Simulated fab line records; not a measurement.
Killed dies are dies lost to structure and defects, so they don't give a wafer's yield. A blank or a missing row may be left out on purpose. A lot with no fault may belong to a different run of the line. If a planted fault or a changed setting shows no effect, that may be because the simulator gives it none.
fab line records	flow n5_finfet
[record] lots = 4	wafers = 12	last_day = 18
route steps=1938 shown BEOL_M4@1099 BEOL_M5@1112 BEOL_M8@1395 PASSIVATION@1936
lots that met no fault: taken from a fault-free run of the same line
start_h: start of the lot's first displayed wafer, in hours after the record's first day	wait_h: time in hours since the lot's previous step	" unchanged from the row above	L1.1+2: several wafers, shown together as one row	- no value, or no start given	* or withheld: withheld	< > ~ a bound
route shown NAME@n: names a module that has steps shown in the file, with the first one's number in the route	usual: the fault-free wafers' mean and standard deviation	same: alike in all rows	chamber/n: place in a boat	sites: readings site by site	_std_site: the standard deviation of these	_edge_site: the outer-site mean with the inner-site mean subtracted	radius_mm: for every site, how far away it sits from the centre of the wafer	mask NAME#n: copy n	behind: the most recent tool/chamber to have shaped the wafer	hold: what put the lot on hold/how long, in hours/how the hold closed	device: the transistor (n, p or np) that didn't switch	end of line: the route-end tests of the same wafers	a step with no rows: only its recipe	killed: dies lost to structure and defects at the first sort, not the wafer's yield	map: per-die view of a wafer (x killed, . not killed, _ where there is no die)
set.NAME: the setting that was run; set.NAME@STEP: the one run at that earlier step	model.NAME: the simulator's own value behind a step, which no gauge read
certain route steps with their lots: each step a table, each wafer a row
services: the hour from which a tool's chamber was out of use, counted from the record's first day as start_h (under 0 if before that day), plus the number of hours and why
[[steps]]
[step N5_BEOL_M4_ANNEAL_95]
[recipe] temp_c = 400	time_s = 240	ambient = vacuum
[step N5_BEOL_M4_SPUTTER_96]
[recipe] material = Cu	target_thk_a = 45	temp_c = -20	chamber_pressure_pa = 0.07	power_w = withheld	time_s = 8.29
[step N5_BEOL_M4_ECD_50]
[recipe] material = Cu	target_thk_a = 3000
[step N5_BEOL_M4_ANNEAL_51]
[recipe] temp_c = 225	time_s = 90	ambient = N2
[step N5_BEOL_M4_CMP_52]
[recipe] stop_on = SiOC	t_overpolish_s = 6.8	down_force_psi = 1	platen_rpm = 50	clearing_platen_down_force_psi = 1.5	clearing_platen_rpm = 50	post_cmp_clean = cu_alkaline	target_thk_nm = 40	clearing_platen_pad_velocity_m_s = 0.99484	pad_velocity_m_s = 0.99484
[step N5_BEOL_M4_PRE_CLEAN_60]
[recipe] gas = NH3/H2	time_s = 15	temp_c = *	rf_power_w = 300
[step N5_BEOL_M4_CO_CAP_55]
[recipe] material = Co	target_thk_a = 20	temp_c = 200	precursor = CCTBA/H2	pressure_torr = 30	time_s = 102.1
[step N5_BEOL_M4_PRE_CLEAN_56]
[recipe] gas = NH3	time_s = 15	temp_c = withheld	rf_power_w = 300
[step N5_BEOL_M4_DEP_57]
[recipe] material = SiCN	target_thk_a = 80	temp_c = withheld	precursor = 3MS/NH3	pressure_torr = 3	rf_w = 202	time_s = 14
[step N5_BEOL_M4_RC_MEAS_101]
[usual] DIBL_N = 36.3/2.2	DIBL_P = 36.0/2.4	IOFF_N = 0.16/0.042	IOFF_P = 0.22/0.041	ION_N = 672/14	ION_P = 462/7.9	SS_N = 71.7/0.76	SS_P = 73.3/0.72	VT_N = 250/3.6	VT_P = -249/3
lot.wafer	tool	chamber	start_h	wait_h	DIBL_N[mV/V]	DIBL_P[mV/V]	IOFF_N[nA/um]	IOFF_P[nA/um]	ION_N[uA/um]	ION_P[uA/um]	SS_N[mV/dec]	SS_P[mV/dec]	VT_N[mV]	VT_P[mV]
L972.2	prober-01	0	213.40	0.2	36.4	35.8	0.16	0.19	675	461	72.1	73.4	250	-252
L972.3	"	0	"	"	38.8	37.8	0.19	0.22	665	451	73.4	73.6	250	-250
L972.5	"	0	"	"	36.6	36.4	0.17	0.22	664	452	72.7	74.1	248	-251
L978.2	prober-02	0	249.84	0.2	36.3	37.3	0.21	0.30	674	472	72.5	73.7	247	-243
L978.3	"	0	"	"	30.9	30.9	0.10	0.18	655	463	70.6	72.4	256	-248
L978.4	"	0	"	"	31.3	31.8	0.11	0.19	669	470	71.0	72.7	252	-251
L977.2	prober-02	0	266.07	0.2	33.7	35.6	0.13	0.21	661	466	70.9	72.8	253	-248
L977.4	"	0	"	"	32.2	33.7	0.11	0.18	659	461	70.5	73.8	255	-250
L977.6	"	0	"	"	36.8	39.1	0.18	0.25	672	465	72.0	74.0	248	-251
L985.1	prober-01	0	316.51	0.0	35.7	34.4	0.14	0.16	673	451	70.6	72.0	249	-257
L985.3	"	0	"	"	39.9	40.0	0.23	0.26	690	457	72.3	73.8	244	-248
L985.4	"	0	"	"	38.0	37.6	0.17	0.20	668	452	72.6	73.6	250	-256
[step N5_BEOL_M5_ILD_DEP_00]
[recipe] material = SiCOH_lowk	target_thk_a = 1406.4	temp_c = 300	precursor = DEMS/porogen	pressure_torr = 5	rf_w = 500	time_s = 25.9
[step N5_BEOL_M5_CURE_79]
[recipe] temp_c = 385	time_s = 240	ambient = He/Ar	material = SiCOH_lowk
[step N5_BEOL_M5_PECVD_70]
[recipe] material = SiO2	target_thk_a = 160	temp_c = 400	precursor = TEOS/O2	pressure_torr = 5.5	rf_w = 450	teos_flow_sccm = 53.8	gas = O2	flow_sccm = 3000	time_s = 18
[step N5_BEOL_M5_HM_DEP_02]
[recipe] material = TiN	target_thk_a = 200	temp_c = 25	chamber_pressure_pa = 0.49996
[step N5_BEOL_M5_COAT_59]
[recipe] resist = SOC	temp_c = 250	time_s = 60	spin_rpm = 1500	resist_thk_nm = 60
[step N5_BEOL_M5_COAT_60]
[recipe] resist = SiARC	temp_c = 220	time_s = 60	spin_rpm = 1500	resist_thk_nm = 12
[step N5_BEOL_M5_COAT_71]
[recipe] resist = underlayer	temp_c = 205	time_s = 60	spin_rpm = 1500	resist_thk_nm = 5
[step N5_BEOL_M5_COAT_05]
[recipe] resist = CAR-EUV	spin_rpm = 1500	resist_thk_nm = 30
[step N5_BEOL_M5_EBR_07]
[recipe] solvent = PGMEA	ebr_width_mm = 1.5
[step N5_BEOL_M5_SOFTBAKE_06]
[recipe] temp_c = 110	time_s = 60	resist = CAR-EUV
[step N5_BEOL_M5_EXPOSE_08]
[recipe] mask_id = M5	na = 0.33	source_shape = annular	sigma_inner = 0.4	sigma_outer = 0.8	polarization = unpolarized	target_cd_nm = 28	dose_mj = 35.75
[step N5_BEOL_M5_PEB_09]
[recipe] peb_temp_c = 100	peb_time_s = 60	resist = CAR-EUV
[step N5_BEOL_M5_DEVELOP_10]
[recipe] develop_time_s = 30	developer = TMAH	resist = CAR-EUV	rinse_liquid = surfactant_rinse	dry = air_spin	dev_temp_c = 23
[step N5_BEOL_M5_DESCUM_16]
[recipe] chemistry = O2	time_s = 7	source_power_w = 50	bias_power_w = 20	pressure_mtorr = 20	rf_frequency_hz = 2.712e+07	temp_c = 40	resist = CAR-EUV	o2_flow_sccm = 225
[step N5_BEOL_M5_ETCH_72]
[recipe] chemistry = N2/H2	target = underlayer	target_depth_a = 65	mask_material = CAR-EUV	time_s = 5.2	ion_energy_ev = 200	pressure_mtorr = 30	source_w = 840	bias_w = 150	n2_flow_sccm = 200	h2_flow_sccm = 200	ends = cleared
[step N5_BEOL_M5_ETCH_61]
[recipe] chemistry = CF4	target = SiARC	target_depth_a = 156	mask_material = CAR-EUV	time_s = 26	ion_energy_ev = 80	pressure_mtorr = 40	source_w = 545	bias_w = 36	Ar_flow_sccm = 100	cf4_flow_sccm = 100	ends = cleared
[step N5_BEOL_M5_ETCH_62]
[recipe] chemistry = N2/H2	target = SOC	target_depth_a = 750	overetch_a = 150	mask_material = SiARC	temp_c = 40	time_s = 112.5	ion_energy_ev = 200	pressure_mtorr = 30	source_w = 840	bias_w = 150	n2_flow_sccm = 200	h2_flow_sccm = 200
[step N5_BEOL_M5_STRIP_63]
[recipe] chemistry = N2/H2	temp_c = 40	n2_flow_sccm = 200	h2_flow_sccm = 200	rf_frequency_hz = 6e+07
[step N5_BEOL_M5_STRIP_73]
[recipe] chemistry = N2/H2	temp_c = 40	n2_flow_sccm = 200	h2_flow_sccm = 200	rf_frequency_hz = 6e+07
[step N5_BEOL_M5_STRIP_64]
[recipe] chemistry = CF4	resist = SiARC	power_w = 300	bias_power_w = 75	pressure_mtorr = 50	cf4_flow_sccm = 150	rf_frequency_hz = 6e+07
[step N5_BEOL_M5_HM_OPEN_17]
[recipe] chemistry = Cl2/BCl3	target_depth_a = 200	overetch_a = 60	target = TiN	mask_material = SOC	ion_energy_ev = 150	pressure_mtorr = 10	icp_w = 1000	bias_w = 126	Cl2_flow_sccm = 53.25	bcl3_flow_sccm = 21.75	Ar_flow_sccm = 25
[step N5_BEOL_M5_STRIP_19]
[recipe] chemistry = O2	power_w = 400	temp_c = 40	pressure_mtorr = 30	rf_frequency_hz = 6e+07	bias_power_w = 0	overash_fraction = 0.2	o2_flow_sccm = 225
[step N5_BEOL_M5_COAT_65]
[recipe] resist = SOC	temp_c = 250	time_s = 60	spin_rpm = 1500	resist_thk_nm = 60
[step N5_BEOL_M5_COAT_66]
[recipe] resist = SiARC	temp_c = 220	time_s = 60	spin_rpm = 1500	resist_thk_nm = 12
[step N5_BEOL_M8_CMP_52]
[recipe] stop_on = SiCOH_lowk	t_overpolish_s = 6.9	down_force_psi = 1	platen_rpm = 50	clearing_platen_down_force_psi = 1.5	clearing_platen_rpm = 50	post_cmp_clean = cu_alkaline	target_thk_nm = 80	clearing_platen_pad_velocity_m_s = 0.99484	pad_velocity_m_s = 0.99484
[usual] barrier_field_endpoint_s = 29.1/0.92	clearing_platen_down_force_psi = 1.4997/0.0026	clearing_platen_rpm = 49.998/0.029	motor_current_A = 6.1/0.65	overpolish_run_s = 6.899/0.0092	platen_rpm = 50.00/0.038	time_to_endpoint_s = 64/3.6
lot.wafer	tool	chamber	start_h	wait_h	barrier_field_endpoint_s	clearing_platen_down_force_psi	clearing_platen_rpm	motor_current_A	overpolish_run_s	platen_rpm	time_to_endpoint_s	model.Cu_of_BEOL_M8_ECD_50.thk_nm	model.SiO2_of_BEOL_M8_PECVD_70.thk_nm
L972.3	cmp-03	2	252.13	0.2	28.5	1.4994	49.986	5.4	6.905	50.03	57	77.4	0
L972.2	"	1	"	"	28.2	1.4986	49.986	4.7	6.897	49.96	60	80.4	0
L972.5	"	3	"	"	29.8	1.5035	49.939	6.6	6.876	49.95	64	77.8	0
L978.4	cmp-01	3	295.68	0.1	-	-	-	-	-	-	-	304.8	20.2
L978.2	"	0	"	"	-	-	-	-	-	-	-	298.6	19.8
L978.3	"	1	"	"	-	-	-	-	-	-	-	295.8	20.2
L977.4	cmp-03	2	299.67	0.2	-	-	-	-	-	-	-	298.2	20.2
L977.2	"	3	"	"	-	-	-	-	-	-	-	297.4	19.4
L977.6	"	1	"	"	-	-	-	-	-	-	-	301.6	19.6
L985.1	cmp-03	2	357.05	0.3	28.6	1.5004	50.021	5.5	6.910	50.01	66	77.4	0
L985.4	"	3	"	"	29.7	1.4972	50.011	6.7	6.902	49.96	70	83.4	0
L985.3	"	1	"	"	30.0	1.4976	50.054	4.9	6.902	49.93	67	80.8	0
[step N5_BEOL_M8_THK_MEAS_53]
[recipe] thk_meas_gauge = xrf	reads = Cu_of_BEOL_M8_ECD_50
[usual] M8_THK = 79.4/2.4
lot.wafer	tool	chamber	start_h	wait_h	M8_THK[nm]
L972.2	film_metro-02	-	252.43	-	79.8
L972.3	"	-	"	"	76.9
L972.5	"	-	"	"	77.2
L978.2	film_metro-01	-	295.97	0.2	299.2
L978.3	"	-	"	"	295.6
L978.4	"	-	"	"	305.8
L977.2	film_metro-01	-	299.88	0.1	300.7
L977.4	"	-	"	"	300.8
L977.6	"	-	"	"	304.4
L985.1	film_metro-01	-	357.34	-	77.1
L985.3	"	-	"	"	81.0
L985.4	"	-	"	"	83.3
[step N5_BEOL_M8_RS_MEAS_57]
[recipe] thk_meas_gauge = four-point-probe	reads = Cu_of_BEOL_M8_ECD_50+Co_of_BEOL_M8_CVD_78+TaN_of_BEOL_M8_ALD_77
[usual] M8_RS = 0.289/0.011
lot.wafer	tool	chamber	start_h	wait_h	M8_RS[ohm/sq]
L972.2	film_metro-02	-	252.56	0.1	0.283
L972.3	"	-	"	"	0.297
L972.5	"	-	"	"	0.295
L978.2	film_metro-02	-	296.10	0.1	0.065
L978.3	"	-	"	"	0.065
L978.4	"	-	"	"	0.063
L977.2	film_metro-01	-	300.05	0.1	0.065
L977.4	"	-	"	"	0.065
L977.6	"	-	"	"	0.064
L985.1	film_metro-01	-	357.47	0.1	0.298
L985.3	"	-	"	"	0.283
L985.4	"	-	"	"	0.272
[step N5_BEOL_M8_INSPECT_58]
[recipe] inspect_instrument = darkfield	mode = post_dep
[usual] raw_defect_count = 75/25
lot.wafer	tool	chamber	start_h	wait_h	raw_defect_count
L972.2	defect_inspect-01	-	252.58	0.0	61
L972.3	"	-	"	"	41
L972.5	"	-	"	"	63
L978.2	defect_inspect-02	-	296.13	0.0	1102
L978.3	"	-	"	"	1166
L978.4	"	-	"	"	1192
L977.2	defect_inspect-02	-	300.07	0.0	1195
L977.4	"	-	"	"	1225
L977.6	"	-	"	"	1158
L985.1	defect_inspect-02	-	357.50	0.0	96
L985.3	"	-	"	"	95
L985.4	"	-	"	"	152
[step N5_PASSIVATION_PROBE_49]
[usual] defect_limited_yield = 91.3/1.7	killed_at_M0_to_M3 = 33/9.9	killed_at_M4_up = 14/6.4	killed_at_contacts = 12/7	killed_at_front_end = 41/13	killed_at_other = 3.1/2.9	killed_dies = 103/20	killed_on_rim = 13/4	killed_open = 67/14	killed_short = 34/9.4	sort_bin_5_function = 5.1/1.1	sort_bin_6_memory = 3.2/0.79	sort_n_pass = 1077/21	sort_yield_pct = 91.2/1.7
[same] gross_dies = 1180	killed_at_back_side = 0	sort_bin_4_leakage[%] = 0	sort_bin_8_speed[%] = 0
lot.wafer	tool	chamber	start_h	wait_h	defect_limited_yield[%]	killed_at_M0_to_M3	killed_at_M4_up	killed_at_contacts	killed_at_front_end	killed_at_other	killed_dies	killed_on_rim	killed_open	killed_short	sort_bin_5_function[%]	sort_bin_6_memory[%]	sort_n_pass	sort_yield_pct[%]
L972.3	prober-01	-	319.12	0.1	90.3	32	5	4	72	2	115	15	68	47	6.2	3.0	1065	90.3
L972.5	prober-01	-	319.22	0.2	91.3	32	17	20	32	2	103	16	82	21	6.5	2.2	1077	91.3
L978.2	prober-01	-	362.36	0.1	0	26	1099	6	37	12	1180	152	53	34	4.9	2.4	0	0
L978.3	prober-01	-	362.41	0.1	0	22	1130	11	14	3	1180	152	51	16	4.0	1.7	0	0
L978.4	prober-01	-	362.46	0.2	0	20	1104	9	39	8	1180	152	61	24	4.2	2.8	0	0
L977.2	prober-01	-	362.93	0.1	0	39	1018	30	89	4	1180	152	116	63	9.1	5.8	0	0
L977.4	prober-01	-	363.03	0.2	0	45	1079	13	39	4	1180	152	66	41	5.0	3.9	0	0
L977.6	prober-01	-	363.13	0.3	0	57	1025	25	62	11	1180	152	102	64	7.9	5.8	0	0
// killed by level:class
L972.3 FIN_SAQP:geometric_particle:short=30 FIN_SAQP:geometric_particle:open=17 BEOL_M0_SAQP:geometric_particle:open=8 BEOL_M3:geometric_particle:open=8 DUMMY_GATE:geometric_particle:open=6 BEOL_M2:geometric_particle:open=6 STI_FIN_REVEAL:geometric_particle:open=5 BEOL_M1:geometric_particle:open=5
L972.5 MOL_CONTACT_COAG:geometric_particle:open=18 FIN_SAQP:geometric_particle:open=11 BEOL_M3:geometric_particle:open=8 BEOL_M0_SAQP:geometric_particle:open=8 BEOL_M1:geometric_particle:open=7 BEOL_M4:geometric_particle:open=7 ILD0:geometric_particle:open=4 STI_FIN_REVEAL:geometric_particle:open=3
L978.2 BEOL_M8:area_cmp=1090 GATE_CUT:geometric_particle:short=8 FIN_SAQP:geometric_particle:open=7 BEOL_M3:geometric_particle:open=7 STI_FIN_REVEAL:geometric_particle:open=7 BEOL_M0_SAQP:geometric_particle:open=6 MOL_CONTACT_COAG:geometric_particle:open=5 STARTING-WAFER:geometric_particle:open=4
L978.3 BEOL_M8:area_cmp=1112 MOL_CONTACT_COAG:geometric_particle:open=9 BEOL_M1:geometric_particle:open=7 BEOL_M5:geometric_particle:open=6 FIN_SAQP:geometric_particle:open=5 BEOL_M4:geometric_particle:open=5 BEOL_M0_SAQP:geometric_particle:short=4 DUMMY_GATE:geometric_particle:open=3
L978.4 BEOL_M8:area_cmp=1094 FIN_SAQP:geometric_particle:open=12 MOL_CONTACT_COAG:geometric_particle:open=8 STI_FIN_REVEAL:geometric_particle:open=7 BEOL_M1:geometric_particle:open=6 GATE_CUT:geometric_particle:open=5 BEOL_M0_SAQP:geometric_particle:open=4 PASS1_CAP:geometric_particle:short=4
L977.2 BEOL_M8:area_cmp=1000 STI_FIN_REVEAL:geometric_particle:open=37 MOL_CONTACT_COAG:geometric_particle:open=24 FIN_SAQP:geometric_particle:short=11 FIN_SAQP:geometric_particle:open=10 GATE_CUT:geometric_particle:short=9 BEOL_M0_SAQP:geometric_particle:short=8 STI_FIN_REVEAL:geometric_particle:short=7
L977.4 BEOL_M8:area_cmp=1072 BEOL_M2:geometric_particle:open=16 GATE_CUT:geometric_particle:short=13 MOL_CONTACT_COAG:geometric_particle:open=10 BEOL_M3:geometric_particle:open=7 STI_FIN_REVEAL:geometric_particle:open=5 BEOL_M0_SAQP:geometric_particle:short=5 BEOL_M1:geometric_particle:open=5
L977.6 BEOL_M8:area_cmp=1013 BEOL_M0_SAQP:geometric_particle:short=20 STI_FIN_REVEAL:geometric_particle:open=20 MOL_CONTACT_COAG:geometric_particle:open=20 BEOL_M0_SAQP:geometric_particle:open=14 FIN_SAQP:geometric_particle:open=9 FIN_SAQP:geometric_particle:short=9 GATE_CUT:geometric_particle:short=7
// map L977.2 (x killed, . not)
_________________xxxxxxxxxxxx________________
______________xxxxxxxxxxxxxxxxxx_____________
___________xxxxxxxxxxxxxxxxxxxxxxxx__________
__________xxxxxxxxxxxxxxxxxxxxxxxxxx_________
________xxxxxxxxxxxxxxxxxxxxxxxxxxxxxx_______
_______xxxxxxxxxxxxxxxxxxxxxxxxxxxxxxxx______
______xxxxxxxxxxxxxxxxxxxxxxxxxxxxxxxxxx_____
_____xxxxxxxxxxxxxxxxxxxxxxxxxxxxxxxxxxxx____
____xxxxxxxxxxxxxxxxxxxxxxxxxxxxxxxxxxxxxx___
___xxxxxxxxxxxxxxxxxxxxxxxxxxxxxxxxxxxxxxxx__
___xxxxxxxxxxxxxxxxxxxxxxxxxxxxxxxxxxxxxxxx__
__xxxxxxxxxxxxxxxxxxxxxxxxxxxxxxxxxxxxxxxxxx_
__xxxxxxxxxxxxxxxxxxxxxxxxxxxxxxxxxxxxxxxxxx_
_xxxxxxxxxxxxxxxxxxxxxxxxxxxxxxxxxxxxxxxxxxxx
_xxxxxxxxxxxxxxxxxxxxxxxxxxxxxxxxxxxxxxxxxxxx
_xxxxxxxxxxxxxxxxxxxxxxxxxxxxxxxxxxxxxxxxxxxx
_xxxxxxxxxxxxxxxxxxxxxxxxxxxxxxxxxxxxxxxxxxxx
_xxxxxxxxxxxxxxxxxxxxxxxxxxxxxxxxxxxxxxxxxxxx
_xxxxxxxxxxxxxxxxxxxxxxxxxxxxxxxxxxxxxxxxxxxx
_xxxxxxxxxxxxxxxxxxxxxxxxxxxxxxxxxxxxxxxxxxxx
_xxxxxxxxxxxxxxxxxxxxxxxxxxxxxxxxxxxxxxxxxxxx
__xxxxxxxxxxxxxxxxxxxxxxxxxxxxxxxxxxxxxxxxxx_
__xxxxxxxxxxxxxxxxxxxxxxxxxxxxxxxxxxxxxxxxxx_
___xxxxxxxxxxxxxxxxxxxxxxxxxxxxxxxxxxxxxxxx__
___xxxxxxxxxxxxxxxxxxxxxxxxxxxxxxxxxxxxxxxx__
____xxxxxxxxxxxxxxxxxxxxxxxxxxxxxxxxxxxxxx___
_____xxxxxxxxxxxxxxxxxxxxxxxxxxxxxxxxxxxx____
______xxxxxxxxxxxxxxxxxxxxxxxxxxxxxxxxxx_____
_______xxxxxxxxxxxxxxxxxxxxxxxxxxxxxxxx______
________xxxxxxxxxxxxxxxxxxxxxxxxxxxxxx_______
__________xxxxxxxxxxxxxxxxxxxxxxxxxx_________
___________xxxxxxxxxxxxxxxxxxxxxxxx__________
______________xxxxxxxxxxxxxxxxxx_____________
_________________xxxxxxxxxxxx________________
// map L978.2 (x killed, . not)
_________________xxxxxxxxxxxx________________
______________xxxxxxxxxxxxxxxxxx_____________
___________xxxxxxxxxxxxxxxxxxxxxxxx__________
__________xxxxxxxxxxxxxxxxxxxxxxxxxx_________
________xxxxxxxxxxxxxxxxxxxxxxxxxxxxxx_______
_______xxxxxxxxxxxxxxxxxxxxxxxxxxxxxxxx______
______xxxxxxxxxxxxxxxxxxxxxxxxxxxxxxxxxx_____
_____xxxxxxxxxxxxxxxxxxxxxxxxxxxxxxxxxxxx____
____xxxxxxxxxxxxxxxxxxxxxxxxxxxxxxxxxxxxxx___
___xxxxxxxxxxxxxxxxxxxxxxxxxxxxxxxxxxxxxxxx__
___xxxxxxxxxxxxxxxxxxxxxxxxxxxxxxxxxxxxxxxx__
__xxxxxxxxxxxxxxxxxxxxxxxxxxxxxxxxxxxxxxxxxx_
__xxxxxxxxxxxxxxxxxxxxxxxxxxxxxxxxxxxxxxxxxx_
_xxxxxxxxxxxxxxxxxxxxxxxxxxxxxxxxxxxxxxxxxxxx
_xxxxxxxxxxxxxxxxxxxxxxxxxxxxxxxxxxxxxxxxxxxx
_xxxxxxxxxxxxxxxxxxxxxxxxxxxxxxxxxxxxxxxxxxxx
_xxxxxxxxxxxxxxxxxxxxxxxxxxxxxxxxxxxxxxxxxxxx
_xxxxxxxxxxxxxxxxxxxxxxxxxxxxxxxxxxxxxxxxxxxx
_xxxxxxxxxxxxxxxxxxxxxxxxxxxxxxxxxxxxxxxxxxxx
_xxxxxxxxxxxxxxxxxxxxxxxxxxxxxxxxxxxxxxxxxxxx
_xxxxxxxxxxxxxxxxxxxxxxxxxxxxxxxxxxxxxxxxxxxx
__xxxxxxxxxxxxxxxxxxxxxxxxxxxxxxxxxxxxxxxxxx_
__xxxxxxxxxxxxxxxxxxxxxxxxxxxxxxxxxxxxxxxxxx_
___xxxxxxxxxxxxxxxxxxxxxxxxxxxxxxxxxxxxxxxx__
___xxxxxxxxxxxxxxxxxxxxxxxxxxxxxxxxxxxxxxxx__
____xxxxxxxxxxxxxxxxxxxxxxxxxxxxxxxxxxxxxx___
_____xxxxxxxxxxxxxxxxxxxxxxxxxxxxxxxxxxxx____
______xxxxxxxxxxxxxxxxxxxxxxxxxxxxxxxxxx_____
_______xxxxxxxxxxxxxxxxxxxxxxxxxxxxxxxx______
________xxxxxxxxxxxxxxxxxxxxxxxxxxxxxx_______
__________xxxxxxxxxxxxxxxxxxxxxxxxxx_________
___________xxxxxxxxxxxxxxxxxxxxxxxx__________
______________xxxxxxxxxxxxxxxxxx_____________
_________________xxxxxxxxxxxx________________
[[services]]
tool	chamber	start_h	hours	kind
cmp-03	-	241.95	4.0	pm
cmp-03	-	245.95	-	consumable_replace:conditioner
cmp-03	-	245.95	-	consumable_replace:pad
cmp-01	-	281.83	4.0	pm
cmp-01	-	285.83	-	consumable_replace:conditioner
cmp-01	-	285.83	-	consumable_replace:pad
cmp-03	-	305.92	0.2	repair
cmp-01	-	337.59	2.7	repair
cmp-03	-	349.19	5.2	pm
[[key]]
[first_sign] step = N5_BEOL_M8_CMP_52	reading = tool_record	direction = missing
[effect] step = N5_BEOL_M8_THK_MEAS_53	reading = M8_THK	direction = up	sigmas = 93	usual = 79.4	struck = 301.1
[effect] step = N5_BEOL_M8_RS_MEAS_57	reading = M8_RS	direction = down	sigmas = 21	usual = 0.289	struck = 0.065
[effect] step = N5_BEOL_M8_INSPECT_58	reading = raw_defect_count	direction = up	sigmas = 43	usual = 75	struck = 1173
[effect] step = N5_PASSIVATION_PROBE_49	reading = killed_at_M4_up	direction = up	sigmas = 99+	usual = 14	struck = 1076
[model_effect] step = N5_BEOL_M8_CMP_52	value = Cu_of_BEOL_M8_ECD_50.thk_nm	without = 77.8	struck = 299.4
[more_kills_born_at] N5_BEOL_M8_CMP_52@cmp-01 = 3296	N5_BEOL_M8_CMP_52@cmp-03 = 3085
met_at N5_BEOL_M8_CMP_52
struck_wafers L977.2,L977.4,L977.6,L978.2,L978.3,L978.4
later_rows_left_out L977.2,L977.4,L977.6,L978.2,L978.3,L978.4
onset_between 252.13 295.68
[fault] kind = skipped_step_whole	tool = cmp-01,cmp-03	chamber = -	onset_h = 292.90	steps = N5_BEOL_M8_CMP_52	scope = struck_lots_only
// later_rows_left_out: the simulator's readings of these wafers behind a module that went badly wrong aren't trusted and aren't shown, but for the sort
